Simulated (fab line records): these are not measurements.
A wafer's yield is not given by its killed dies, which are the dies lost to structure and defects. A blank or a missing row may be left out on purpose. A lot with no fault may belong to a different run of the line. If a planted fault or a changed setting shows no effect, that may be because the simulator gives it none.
fab line records	flow n5_finfet
record lots=24	wafers=72	last_day=17
route steps=1938 shown BEOL_M10@1525 BEOL_M11@1540 BEOL_M12@1614 BEOL_M13@1676
lots untouched by any fault: they come from a run of this same line in which no faults occurred
start_h: hours from the record's first day to the start of the lot's first wafer shown	wait_h: time in hours since the lot's previous step	" the same as in the row above	L1.1+2: several wafers, shown together as one row	- either no value or no given start	* or withheld: withheld	< > ~ a bound
route shown NAME@n: NAME is a module with steps in the file, n the number in the route of the first one	usual: mean/standard deviation of fault-free wafers	same: alike in all rows	chamber/n: place in a boat	sites: per-site readings	_std_site: their standard deviation	_edge_site: outer sites' mean less inner sites'	radius_mm: how far each site lies from the wafer's centre	mask NAME#n: copy n	behind: the tool/chamber that last shaped the wafer	hold: the reason the lot was held/the length of the hold in hours/how it ended	device: whichever transistor did not switch (one of n, p or np)	end of line: tests run on the same wafers once the route is complete	step lacking rows: just its recipe	killed: at the first sort, the dies lost to defects and structure; wafer yield is something else	map: dies across one wafer; x = killed, . = not, _ = none there
set.NAME: the setting the step ran with; set.NAME@STEP: the setting that earlier step ran with	model.NAME: the simulator's own value behind a step, which no gauge read
one table for each step of the route and one row for each wafer, over a sample of lots
services: the hour from which a tool's chamber was out of use, counted from the record's first day as start_h (under 0 if before that day), plus the number of hours and why
## steps
# step N5_BEOL_M10_SURFACE_TREAT_76
# recipe gas=Ar	time_s=*	ion_energy_ev=*	ion_current_ma_cm2=0.5	pressure_mtorr=*	ar_flow_sccm=30
# usual throttle_valve_pct=*
lot.wafer	tool	chamber	start_h	wait_h	throttle_valve_pct
L074.3	pvd_sputter-02	-	208.17	0.3	*
L074.4	"	-	"	"	*
L074.5	"	-	"	"	*
L075.2	pvd_sputter-01	-	217.18	0.4	*
L075.4	"	-	"	"	*
L075.6	"	-	"	"	*
L077.1	pvd_sputter-03	-	225.67	0.2	*
L077.2	"	-	"	"	*
L077.5	"	-	"	"	*
L078.1	pvd_sputter-02	-	229.82	1.4	*
L078.2	"	-	"	"	*
L078.6	"	-	"	"	*
L076.2	pvd_sputter-01	-	231.94	0.5	*
L076.5	"	-	"	"	*
L076.6	"	-	"	"	*
L080.1	pvd_sputter-03	-	238.81	0.2	*
L080.3	"	-	"	"	*
L080.5	"	-	"	"	*
L079.1	pvd_sputter-01	-	248.51	0.2	*
L079.4	"	-	"	"	*
L079.5	"	-	"	"	*
L082.1	pvd_sputter-03	-	265.86	0.2	*
L082.2	"	-	"	"	*
L082.6	"	-	"	"	*
L081.2	pvd_sputter-01	-	266.74	0.2	*
L081.4	"	-	"	"	*
L081.6	"	-	"	"	*
L083.3	pvd_sputter-02	-	270.11	0.2	*
L083.5	"	-	"	"	*
L083.6	"	-	"	"	*
L084.2	pvd_sputter-03	-	276.44	0.2	*
L084.3	"	-	"	"	*
L084.6	"	-	"	"	*
L085.1	pvd_sputter-02	-	282.40	0.2	*
L085.3	"	-	"	"	*
L085.6	"	-	"	"	*
L086.1	pvd_sputter-01	-	282.71	0.2	*
L086.2	"	-	"	"	*
L086.5	"	-	"	"	*
L087.1	pvd_sputter-01	-	294.15	0.3	*
L087.4	"	-	"	"	*
L087.6	"	-	"	"	*
L089.2	pvd_sputter-02	-	298.33	1.0	*
L089.5	"	-	"	"	*
L089.6	"	-	"	"	*
L088.1	pvd_sputter-01	-	305.68	0.9	*
L088.3	"	-	"	"	*
L088.6	"	-	"	"	*
L090.2	pvd_sputter-02	-	315.15	0.2	*
L090.5	"	-	"	"	*
L090.6	"	-	"	"	*
L091.4	pvd_sputter-01	-	316.10	0.3	*
L091.5	"	-	"	"	*
L091.6	"	-	"	"	*
L092.2	pvd_sputter-03	-	332.21	0.4	*
L092.3	"	-	"	"	*
L092.5	"	-	"	"	*
L093.3	pvd_sputter-01	-	335.22	0.2	*
L093.5	"	-	"	"	*
L093.6	"	-	"	"	*
L094.1	pvd_sputter-03	-	335.86	0.2	*
L094.3	"	-	"	"	*
L094.5	"	-	"	"	*
L095.3	pvd_sputter-03	-	353.12	0.2	*
L095.4	"	-	"	"	*
L095.5	"	-	"	"	*
L097.1	pvd_sputter-02	-	356.07	0.2	*
L097.2	"	-	"	"	*
L097.6	"	-	"	"	*
L096.3	pvd_sputter-02	-	357.61	0.2	*
L096.5	"	-	"	"	*
L096.6	"	-	"	"	*
# step N5_BEOL_M10_DEP_56
# recipe material=SiCN	target_thk_a=150	temp_c=withheld	precursor=3MS/NH3	pressure_torr=3	rf_w=202	time_s=26.5
# usual showerhead_plenum_p_Torr=3.662/0.0086	throttle_valve_pct=8.8/0.44
lot.wafer	tool	chamber	start_h	wait_h	showerhead_plenum_p_Torr	throttle_valve_pct
L074.3	pecvd-01	1	210.01	0.0	3.670	8.6
L074.4	"	1	"	"	3.672	8.4
L074.5	"	0	"	"	3.660	8.6
L075.2	pecvd-01	1	218.65	0.0	3.665	8.2
L075.4	"	1	"	"	3.669	8.2
L075.6	"	2	"	"	3.658	8.8
L077.1	pecvd-01	1	226.89	0.0	3.667	8.3
L077.2	"	0	"	"	3.659	9.1
L077.5	"	2	"	"	3.665	9.2
L078.1	pecvd-01	2	231.21	0.0	3.672	8.9
L078.2	"	0	"	"	3.653	8.9
L078.6	"	0	"	"	3.661	8.9
L076.2	pecvd-04	1	234.05	0.0	3.653	9.1
L076.5	"	1	"	"	3.648	9.4
L076.6	"	2	"	"	3.683	8.6
L080.1	pecvd-01	0	240.04	0.0	3.666	9.1
L080.3	"	1	"	"	3.661	8.3
L080.5	"	2	"	"	3.666	9.0
L079.1	pecvd-04	0	249.60	0.0	3.665	8.5
L079.4	"	1	"	"	3.648	9.2
L079.5	"	0	"	"	3.666	8.4
L082.1	pecvd-01	2	266.96	0.0	3.674	9.2
L082.2	"	0	"	"	3.660	8.9
L082.6	"	1	"	"	3.660	8.2
L081.2	pecvd-04	2	267.81	0.0	3.672	8.6
L081.4	"	1	"	"	3.640	9.4
L081.6	"	2	"	"	3.665	8.4
L083.3	pecvd-04	1	271.31	0.0	3.653	9.3
L083.5	"	1	"	"	3.647	8.9
L083.6	"	2	"	"	3.678	8.4
L084.2	pecvd-03	0	277.99	0.0	3.665	9.0
L084.3	"	1	"	"	3.652	10.4
L084.6	"	0	"	"	3.661	9.1
L085.1	pecvd-04	1	283.47	0.0	3.654	8.9
L085.3	"	0	"	"	3.673	8.5
L085.6	"	2	"	"	3.671	8.8
L086.1	pecvd-04	1	283.79	0.0	3.647	9.2
L086.2	"	0	"	"	3.661	8.2
L086.5	"	0	"	"	3.669	8.5
L087.1	pecvd-03	0	297.23	0.0	3.656	9.2
L087.4	"	1	"	"	3.662	10.1
L087.6	"	0	"	"	3.671	8.8
L089.2	pecvd-04	0	299.68	0.0	3.667	8.4
L089.5	"	1	"	"	3.648	9.3
L089.6	"	2	"	"	3.680	8.4
L088.1	pecvd-01	1	306.87	0.0	3.662	8.3
L088.3	"	0	"	"	3.659	8.7
L088.6	"	2	"	"	3.665	8.9
L090.2	pecvd-04	2	316.43	0.0	3.669	8.9
L090.5	"	2	"	"	3.670	8.6
L090.6	"	1	"	"	3.640	9.3
L091.4	pecvd-01	0	317.88	0.0	3.666	9.0
L091.5	"	1	"	"	3.661	8.4
L091.6	"	2	"	"	3.666	9.2
L092.2	pecvd-03	0	334.38	0.0	3.656	9.1
L092.3	"	1	"	"	3.654	9.9
L092.5	"	2	"	"	3.671	8.9
L093.3	pecvd-01	1	336.38	0.0	3.664	8.6
L093.5	"	1	"	"	3.667	8.5
L093.6	"	2	"	"	3.665	9.3
L094.1	pecvd-04	0	338.87	0.0	3.658	8.4
L094.3	"	1	"	"	3.649	9.3
L094.5	"	2	"	"	3.678	8.6
L095.3	pecvd-04	1	354.22	0.0	3.646	9.0
L095.4	"	0	"	"	3.656	8.4
L095.5	"	1	"	"	3.661	9.1
L097.1	pecvd-01	0	357.34	0.0	3.661	9.0
L097.2	"	2	"	"	3.655	9.6
L097.6	"	1	"	"	3.667	8.4
L096.3	pecvd-01	2	359.06	0.0	3.662	9.1
L096.5	"	0	"	"	3.666	8.8
L096.6	"	1	"	"	3.667	8.3
# step N5_BEOL_M11_HM_DEP_02
# recipe material=TiN	target_thk_a=200	temp_c=25	chamber_pressure_pa=0.49996
# usual throttle_valve_pct=30.0/0.95
lot.wafer	tool	chamber	start_h	wait_h	throttle_valve_pct
L074.3	pvd_sputter-01	-	211.13	0.3	31.0
L074.4	"	-	"	"	31.3
L074.5	"	-	"	"	31.4
L075.2	pvd_sputter-01	-	220.89	0.8	29.1
L075.4	"	-	"	"	31.4
L075.6	"	-	"	"	31.6
L077.1	pvd_sputter-02	-	229.96	2.3	30.7
L077.2	"	-	"	"	30.9
L077.5	"	-	"	"	31.0
L078.1	pvd_sputter-03	-	233.18	1.2	29.5
L078.2	"	-	"	"	29.8
L078.6	"	-	"	"	29.6
L076.2	pvd_sputter-02	-	234.87	0.0	31.1
L076.5	"	-	"	"	31.0
L076.6	"	-	"	"	30.4
L080.1	pvd_sputter-01	-	242.15	1.3	29.1
L080.3	"	-	"	"	31.4
L080.5	"	-	"	"	29.2
L079.1	pvd_sputter-02	-	254.14	3.3	30.4
L079.4	"	-	"	"	29.2
L079.5	"	-	"	"	31.3
L082.1	pvd_sputter-03	-	269.36	1.6	28.3
L082.2	"	-	"	"	30.3
L082.6	"	-	"	"	30.1
L081.2	pvd_sputter-02	-	269.51	0.9	29.6
L081.4	"	-	"	"	31.1
L081.6	"	-	"	"	29.7
L083.3	pvd_sputter-03	-	272.84	0.8	28.0
L083.5	"	-	"	"	30.3
L083.6	"	-	"	"	29.2
L084.2	pvd_sputter-03	-	279.44	0.2	30.4
L084.3	"	-	"	"	30.1
L084.6	"	-	"	"	30.1
L085.1	pvd_sputter-03	-	284.84	0.6	29.7
L085.3	"	-	"	"	30.0
L085.6	"	-	"	"	30.3
L086.1	pvd_sputter-03	-	285.10	0.5	30.2
L086.2	"	-	"	"	29.5
L086.5	"	-	"	"	28.2
L087.1	pvd_sputter-01	-	298.73	0.7	29.2
L087.4	"	-	"	"	32.0
L087.6	"	-	"	"	31.1
L089.2	pvd_sputter-01	-	302.16	1.7	31.5
L089.5	"	-	"	"	31.4
L089.6	"	-	"	"	29.6
L088.1	pvd_sputter-03	-	309.58	1.9	30.1
L088.3	"	-	"	"	28.6
L088.6	"	-	"	"	29.7
L090.2	pvd_sputter-01	-	321.07	3.9	31.4
L090.5	"	-	"	"	31.5
L090.6	"	-	"	"	29.3
L091.4	pvd_sputter-03	-	321.48	2.8	29.5
L091.5	"	-	"	"	28.6
L091.6	"	-	"	"	30.0
L092.2	pvd_sputter-03	-	335.51	0.4	30.2
L092.3	"	-	"	"	29.5
L092.5	"	-	"	"	28.0
L093.3	pvd_sputter-01	-	338.17	1.0	31.4
L093.5	"	-	"	"	28.9
L093.6	"	-	"	"	29.0
L094.1	pvd_sputter-03	-	340.30	0.6	28.4
L094.3	"	-	"	"	29.8
L094.5	"	-	"	"	30.3
L095.3	pvd_sputter-02	-	356.59	1.6	31.4
L095.4	"	-	"	"	31.2
L095.5	"	-	"	"	30.7
L097.1	pvd_sputter-03	-	358.24	0.1	29.5
L097.2	"	-	"	"	28.6
L097.6	"	-	"	"	30.0
L096.3	pvd_sputter-02	-	360.98	1.1	29.6
L096.5	"	-	"	"	31.4
L096.6	"	-	"	"	29.6
# step N5_BEOL_M12_INSPECT_12
# recipe mode=adi	inspect_instrument=macro
# usual raw_defect_count=2.2/1.5
lot.wafer	tool	chamber	start_h	wait_h	raw_defect_count
L074.3	defect_inspect-02	-	218.41	0.0	3
L074.4	"	-	"	"	6
L074.5	"	-	"	"	2
L075.2	defect_inspect-01	-	229.34	0.0	1
L075.4	"	-	"	"	4
L075.6	"	-	"	"	5
L077.1	defect_inspect-01	-	236.26	0.0	1
L077.2	"	-	"	"	0
L077.5	"	-	"	"	1
L078.1	defect_inspect-01	-	240.70	0.0	3
L078.2	"	-	"	"	3
L078.6	"	-	"	"	2
L076.2	defect_inspect-02	-	242.35	0.0	3
L076.5	"	-	"	"	2
L076.6	"	-	"	"	2
L080.1	defect_inspect-01	-	250.00	0.0	1
L080.3	"	-	"	"	3
L080.5	"	-	"	"	3
L079.1	defect_inspect-01	-	259.44	0.0	2
L079.4	"	-	"	"	3
L079.5	"	-	"	"	1
L082.1	defect_inspect-02	-	275.62	0.0	5
L082.2	"	-	"	"	2
L082.6	"	-	"	"	1
L081.2	defect_inspect-01	-	276.79	0.0	3
L081.4	"	-	"	"	1
L081.6	"	-	"	"	6
L083.3	defect_inspect-01	-	282.01	0.0	3
L083.5	"	-	"	"	3
L083.6	"	-	"	"	1
L084.2	defect_inspect-01	-	284.81	0.0	5
L084.3	"	-	"	"	3
L084.6	"	-	"	"	1
L086.1	defect_inspect-02	-	290.78	0.0	1
L086.2	"	-	"	"	2
L086.5	"	-	"	"	1
L085.1	defect_inspect-01	-	291.84	0.0	1
L085.3	"	-	"	"	1
L085.6	"	-	"	"	3
L087.1	defect_inspect-02	-	305.59	0.0	0
L087.4	"	-	"	"	0
L087.6	"	-	"	"	2
L089.2	defect_inspect-01	-	308.36	0.0	1
L089.5	"	-	"	"	1
L089.6	"	-	"	"	4
L088.1	defect_inspect-02	-	317.24	0.0	2
L088.3	"	-	"	"	0
L088.6	"	-	"	"	4
L091.4	defect_inspect-02	-	326.61	0.0	2
L091.5	"	-	"	"	3
L091.6	"	-	"	"	5
L090.2	defect_inspect-02	-	328.15	0.0	6
L090.5	"	-	"	"	2
L090.6	"	-	"	"	4
L092.2	defect_inspect-01	-	341.58	0.0	2
L092.3	"	-	"	"	3
L092.5	"	-	"	"	4
L093.3	defect_inspect-02	-	345.24	0.0	1
L093.5	"	-	"	"	2
L093.6	"	-	"	"	2
L094.1	defect_inspect-02	-	347.27	0.0	0
L094.3	"	-	"	"	2
L094.5	"	-	"	"	2
L095.3	defect_inspect-02	-	362.92	0.0	3
L095.4	"	-	"	"	2
L095.5	"	-	"	"	1
L097.1	defect_inspect-02	-	364.14	0.0	2
L097.2	"	-	"	"	2
L097.6	"	-	"	"	2
L096.3	defect_inspect-02	-	369.51	0.0	3
L096.5	"	-	"	"	1
L096.6	"	-	"	"	3
# step N5_BEOL_M13_STRIP_64
# recipe chemistry=N2/H2	power_w=1000	temp_c=250	h2_frac=0.65	overash_fraction=0.3	pressure_mtorr=withheld	n2_flow_sccm=1750	h2_flow_sccm=3250
# usual drypump_motor_current_A=5.4/0.4	heater_power_w=313/11	oes_product_au=0.714/0.0042	strip_time_to_endpoint_s=31.32/0.078
lot.wafer	tool	chamber	start_h	wait_h	drypump_motor_current_A	heater_power_w	oes_product_au	rf_hours_counter_h	strip_time_to_endpoint_s
L074.3	plasma_asher-01	1	225.32	0.0	4.9	304	0.711	-	31.31
L074.4	"	0	"	"	5.8	317	0.722	-	31.29
L074.5	"	1	"	"	4.9	309	0.712	-	31.23
L075.2	plasma_asher-01	0	236.04	0.0	5.8	314	0.710	71	31.35
L075.4	"	0	"	"	5.8	316	0.722	-	31.32
L075.6	"	0	"	"	5.8	309	0.715	-	31.28
L077.1	plasma_asher-01	0	242.85	0.0	5.8	313	0.705	72	31.33
L077.2	"	1	"	"	4.9	302	0.714	72	31.31
L077.5	"	0	"	"	5.8	305	0.719	-	31.24
L078.1	plasma_asher-01	1	250.01	0.0	4.9	302	0.717	73	31.27
L078.2	"	0	"	"	5.8	299	0.716	73	31.33
L078.6	"	0	"	"	5.8	311	0.719	-	31.24
L076.2	plasma_asher-01	1	250.20	0.0	4.9	313	0.713	74	31.36
L076.5	"	1	"	"	4.9	308	0.719	-	31.36
L076.6	"	0	"	"	5.8	312	0.716	-	31.38
L080.1	plasma_asher-01	1	257.91	0.0	4.9	294	0.715	74	31.28
L080.3	"	1	"	"	4.9	306	0.713	-	31.32
L080.5	"	1	"	"	4.9	306	0.713	-	31.25
L079.1	plasma_asher-01	0	265.35	0.0	5.8	300	0.717	76	31.19
L079.4	"	0	"	"	5.8	316	0.718	-	31.26
L079.5	"	0	"	"	5.8	301	0.711	-	31.22
L082.1	plasma_asher-02	0	282.05	0.0	5.1	334	0.714	131	31.39
L082.2	"	1	"	"	5.8	311	0.715	131	31.33
L082.6	"	0	"	"	5.1	331	0.710	-	31.34
L081.2	plasma_asher-02	1	282.26	0.0	5.8	309	0.716	131	31.35
L081.4	"	1	"	"	5.8	325	0.719	-	31.41
L081.6	"	0	"	"	5.1	337	0.716	-	31.42
L083.3	plasma_asher-02	1	288.42	0.0	5.7	311	0.717	-	31.48
L083.5	"	0	"	"	5.1	331	0.711	-	31.49
L083.6	"	1	"	"	5.7	314	0.712	-	31.49
L084.2	plasma_asher-01	0	290.11	0.0	5.8	314	0.715	80	31.34
L084.3	"	1	"	"	4.9	308	0.714	-	31.27
L084.6	"	0	"	"	5.8	303	0.717	-	31.33
L086.1	plasma_asher-02	0	296.36	0.0	5.1	337	0.717	133	31.30
L086.2	"	1	"	"	5.8	318	0.714	133	31.37
L086.5	"	0	"	"	5.1	333	0.710	-	31.35
L085.1	plasma_asher-02	1	298.84	0.0	5.8	304	0.711	134	31.42
L085.3	"	1	"	"	5.8	307	0.715	-	31.32
L085.6	"	0	"	"	5.1	317	0.716	-	31.38
L087.1	plasma_asher-01	1	310.40	0.0	4.9	304	0.709	85	31.25
L087.4	"	1	"	"	4.9	299	0.719	-	31.39
L087.6	"	0	"	"	5.8	307	0.707	-	31.26
L089.2	plasma_asher-01	0	313.74	0.0	5.8	307	0.717	86	31.37
L089.5	"	1	"	"	4.9	305	0.716	-	31.46
L089.6	"	0	"	"	5.8	297	0.721	-	31.37
L088.1	plasma_asher-01	0	325.90	0.0	5.8	312	0.717	91	31.37
L088.3	"	0	"	"	5.8	303	0.713	-	31.37
L088.6	"	1	"	"	4.9	300	0.712	-	31.36
L091.4	plasma_asher-01	1	333.91	0.0	4.9	307	0.715	-	31.14
L091.5	"	1	"	"	4.9	299	0.719	-	31.24
L091.6	"	0	"	"	5.8	308	0.715	-	31.26
L090.2	plasma_asher-01	1	335.82	0.0	4.9	303	0.708	93	31.33
L090.5	"	0	"	"	5.8	318	0.709	-	31.37
L090.6	"	1	"	"	4.9	301	0.713	-	31.25
L092.2	plasma_asher-01	0	346.90	0.0	5.7	297	0.714	96	31.28
L092.3	"	0	"	"	5.8	307	0.713	-	31.33
L092.5	"	1	"	"	4.9	298	0.712	-	31.28
L094.1	plasma_asher-02	0	353.30	0.0	5.1	326	0.711	140	31.39
L094.3	"	1	"	"	5.7	305	0.719	-	31.38
L094.5	"	0	"	"	5.1	328	0.721	-	31.42
L093.3	plasma_asher-02	1	353.77	0.0	5.8	315	0.709	-	31.23
L093.5	"	1	"	"	5.7	302	0.715	-	31.14
L093.6	"	0	"	"	5.1	331	0.721	-	31.08
L095.3	plasma_asher-02	1	369.48	0.0	5.8	314	0.714	-	31.45
L095.4	"	0	"	"	5.1	331	0.712	-	31.39
L095.5	"	0	"	"	5.1	331	0.713	-	31.37
L097.1	plasma_asher-02	1	369.82	0.0	5.8	314	0.712	143	31.22
L097.2	"	0	"	"	5.1	331	0.713	143	31.31
L097.6	"	0	"	"	5.1	328	0.712	-	31.28
L096.3	plasma_asher-01	1	374.32	0.0	4.9	308	0.713	-	31.26
L096.5	"	0	"	"	5.8	310	0.721	-	31.26
L096.6	"	1	"	"	4.9	305	0.720	-	31.30
# step N5_BEOL_M13_ETCH_67
# recipe chemistry=CF4	target=SiARC	target_depth_a=1430	time_s=238.3	ion_energy_ev=80	pressure_mtorr=40	source_w=545	bias_w=36	Ar_flow_sccm=100	cf4_flow_sccm=100	ends=cleared
# usual drypump_motor_current_A=5.89/0.26	etch_rf_on_time_s=236/9.6	mfc_ar_sccm=100.0/0.31	oes_product_au=0.66/0.068	rf_vpp_V=184.1/0.99	showerhead_plenum_p_Torr=2.14/0.053	throttle_valve_pct=15.62/0.23
lot.wafer	tool	chamber	start_h	wait_h	drypump_motor_current_A	etch_rf_on_time_s	mfc_ar_sccm	oes_product_au	rf_hours_counter_h	rf_vpp_V	showerhead_plenum_p_Torr	throttle_valve_pct
L074.3	rie_diel-03	3	226.24	0.0	5.84	243	100.0	0.60	238	184.8	2.19	15.59
L074.4	"	0	"	"	5.73	233	100.6	0.65	181	182.4	2.06	15.76
L074.5	"	2	"	"	6.04	226	100.4	0.69	-	184.8	2.17	15.67
L075.2	rie_diel-03	1	236.64	0.0	5.49	250	100.1	0.58	221	183.2	2.11	15.99
L075.4	"	2	"	"	6.05	227	100.4	0.68	101	184.5	2.17	15.67
L075.6	"	0	"	"	5.73	232	99.6	0.64	-	183.4	2.06	15.76
L077.1	rie_diel-03	1	243.57	0.0	5.49	248	99.4	0.58	224	184.6	2.11	15.97
L077.2	"	2	"	"	6.03	225	100.0	0.69	104	184.2	2.17	15.68
L077.5	"	1	"	"	5.47	247	99.8	0.58	-	184.2	2.11	15.98
L078.1	rie_diel-06	1	250.74	0.0	6.46	246	100.3	0.70	75	184.4	2.19	15.41
L078.2	"	0	"	"	5.81	234	100.0	0.62	194	185.6	2.20	15.68
L078.6	"	0	"	"	5.81	233	100.6	0.62	-	185.9	2.20	15.70
L076.2	rie_diel-02	1	250.97	0.0	5.99	233	99.8	0.69	85	185.3	2.25	15.41
L076.5	"	1	"	"	5.99	231	100.2	0.70	-	184.3	2.25	15.40
L076.6	"	0	"	"	5.42	244	100.7	0.73	-	183.7	2.11	15.45
L080.1	rie_diel-03	2	258.56	0.0	6.05	223	100.5	0.69	109	185.2	2.17	15.66
L080.3	"	0	"	"	5.74	233	100.6	0.64	185	182.4	2.06	15.76
L080.5	"	2	"	"	6.02	223	99.9	0.68	-	184.0	2.17	15.68
L079.1	rie_diel-06	3	266.01	0.0	5.78	249	99.5	0.58	240	183.9	2.13	16.08
L079.4	"	0	"	"	5.80	231	100.2	0.62	199	184.2	2.20	15.72
L079.5	"	2	"	"	6.02	223	100.0	0.61	-	183.9	2.09	15.62
L082.1	rie_diel-03	1	282.86	0.0	5.49	249	100.1	0.57	238	183.4	2.10	16.02
L082.2	"	0	"	"	5.70	229	99.7	0.64	193	182.0	2.06	15.76
L082.6	"	2	"	"	6.04	221	99.8	0.68	-	184.1	2.17	15.70
L081.2	rie_diel-02	1	282.98	0.0	5.96	231	100.3	0.68	96	186.0	2.24	15.42
L081.4	"	2	"	"	5.96	233	99.7	0.62	199	183.8	2.12	15.47
L081.6	"	0	"	"	5.48	244	100.0	0.72	-	182.5	2.11	15.49
L083.3	rie_diel-02	2	289.00	0.0	5.97	234	99.8	0.62	202	185.1	2.12	15.47
L083.5	"	1	"	"	5.99	230	100.7	0.69	-	184.5	2.24	15.44
L083.6	"	2	"	"	5.95	232	100.1	0.62	-	184.4	2.12	15.47
L084.2	rie_diel-06	3	290.70	0.0	5.78	253	100.3	0.57	247	183.2	2.13	16.06
L084.3	"	2	"	"	6.02	225	100.0	0.60	230	184.3	2.09	15.65
L084.6	"	3	"	"	5.78	254	100.4	0.57	-	183.4	2.13	16.08
L086.1	rie_diel-06	2	296.96	0.0	6.03	228	99.8	0.60	232	184.0	2.09	15.66
L086.2	"	3	"	"	5.78	259	99.8	0.57	249	184.0	2.13	16.09
L086.5	"	0	"	"	5.78	238	100.2	0.60	-	184.8	2.20	15.73
L085.1	rie_diel-03	2	299.56	0.0	6.01	225	99.9	0.67	123	184.2	2.16	15.71
L085.3	"	1	"	"	5.47	251	99.9	0.56	243	183.8	2.10	16.02
L085.6	"	0	"	"	5.73	230	100.1	0.63	-	184.2	2.05	15.80
L087.1	rie_diel-06	2	311.03	0.0	6.03	223	99.8	0.61	238	183.7	2.08	15.68
L087.4	"	1	"	"	6.50	245	100.1	0.69	-	184.1	2.18	15.44
L087.6	"	2	"	"	6.03	224	100.1	0.60	-	183.7	2.08	15.65
L089.2	rie_diel-03	1	314.34	0.0	5.48	250	100.0	0.56	248	184.3	2.10	16.04
L089.5	"	3	"	"	5.81	244	99.6	0.79	-	185.0	2.18	15.09
L089.6	"	2	"	"	6.04	227	99.9	0.66	-	184.2	2.16	15.73
L088.1	rie_diel-03	3	326.93	0.0	5.81	239	100.1	0.79	11	185.4	2.18	15.09
L088.3	"	2	"	"	6.04	223	100.2	0.67	131	183.4	2.16	15.72
L088.6	"	0	"	"	5.72	232	100.5	0.63	-	182.9	2.05	15.80
L091.4	rie_diel-06	1	334.48	0.0	6.49	250	99.6	0.67	102	184.7	2.18	15.45
L091.5	"	3	"	"	5.77	240	100.0	0.83	-	184.1	2.13	15.60
L091.6	"	2	"	"	6.03	226	100.0	0.59	-	184.9	2.08	15.66
L090.2	rie_diel-03	2	336.54	0.0	6.05	223	99.7	0.66	134	183.8	2.16	15.74
L090.5	"	2	"	"	6.03	221	99.8	0.67	-	184.0	2.16	15.74
L090.6	"	0	"	"	5.74	232	100.0	0.62	-	184.9	2.05	15.83
L092.2	rie_diel-03	3	347.50	0.0	5.80	246	100.1	0.75	19	185.2	2.18	15.12
L092.3	"	0	"	"	5.75	233	100.1	0.62	215	182.3	2.05	15.82
L092.5	"	3	"	"	5.82	246	100.1	0.76	-	184.5	2.18	15.13
L094.1	rie_diel-02	0	354.02	0.0	5.49	244	99.6	0.70	71	183.1	2.10	15.53
L094.3	"	2	"	"	5.96	231	100.4	0.61	221	183.7	2.11	15.50
L094.5	"	1	"	"	5.98	229	100.2	0.67	-	184.6	2.24	15.46
L093.3	rie_diel-06	3	354.47	0.0	5.76	241	100.3	0.81	9	183.1	2.12	15.61
L093.5	"	0	"	"	5.75	237	99.8	0.59	-	186.1	2.19	15.76
L093.6	"	1	"	"	6.51	251	100.3	0.66	-	184.4	2.18	15.47
L095.3	rie_diel-02	2	370.25	0.0	5.99	233	100.4	0.60	225	183.5	2.11	15.50
L095.4	"	3	"	"	6.12	226	100.4	0.71	69	182.7	2.10	15.44
L095.5	"	1	"	"	5.99	227	100.2	0.68	-	183.6	2.24	15.48
L097.1	rie_diel-06	0	370.55	0.0	5.79	238	100.4	0.58	233	184.9	2.19	15.76
L097.2	"	2	"	"	6.04	227	99.9	0.89	1	184.8	2.08	15.16
L097.6	"	0	"	"	5.79	242	100.2	0.58	-	185.5	2.19	15.79
L096.3	rie_diel-02	1	375.14	0.0	5.97	231	100.0	0.66	124	186.0	2.23	15.49
L096.5	"	2	"	"	5.97	234	99.7	0.61	-	182.5	2.11	15.51
L096.6	"	3	"	"	6.13	228	100.1	0.71	-	183.6	2.10	15.45
## services
tool	chamber	start_h	hours	kind
pecvd-04	-	191.31	14.0	repair
pecvd-03	-	192.42	28.1	pm
pecvd-04	1	211.99	6.6	repair
rie_diel-03	-	220.73	0.9	repair
pecvd-03	0	225.35	14.4	repair
rie_diel-02	3	229.20	1.3	repair
pecvd-04	-	234.31	0.6	repair
pecvd-03	1	237.13	6.8	repair
rie_diel-03	0	237.94	16.9	repair
pecvd-01	0	245.86	8.9	repair
rie_diel-03	3	265.27	-	clean
rie_diel-03	3	265.27	-	consumable_replace:esc
rie_diel-03	3	265.27	-	consumable_replace:focus_ring
rie_diel-03	3	265.27	20.3	scheduled_down
rie_diel-03	3	265.27	20.3	vent_cycle
plasma_asher-02	-	310.69	15.2	repair
rie_diel-03	1	324.62	-	clean
rie_diel-02	2	343.65	3.2	repair
pecvd-01	1	349.13	5.5	scheduled_down
plasma_asher-02	-	349.34	0.8	repair
pecvd-03	0	359.27	7.5	repair
pvd_sputter-03	-	366.40	10.0	repair
rie_diel-03	1	367.60	2.7	repair
rie_diel-02	0	372.38	12.3	repair
## key
fault none
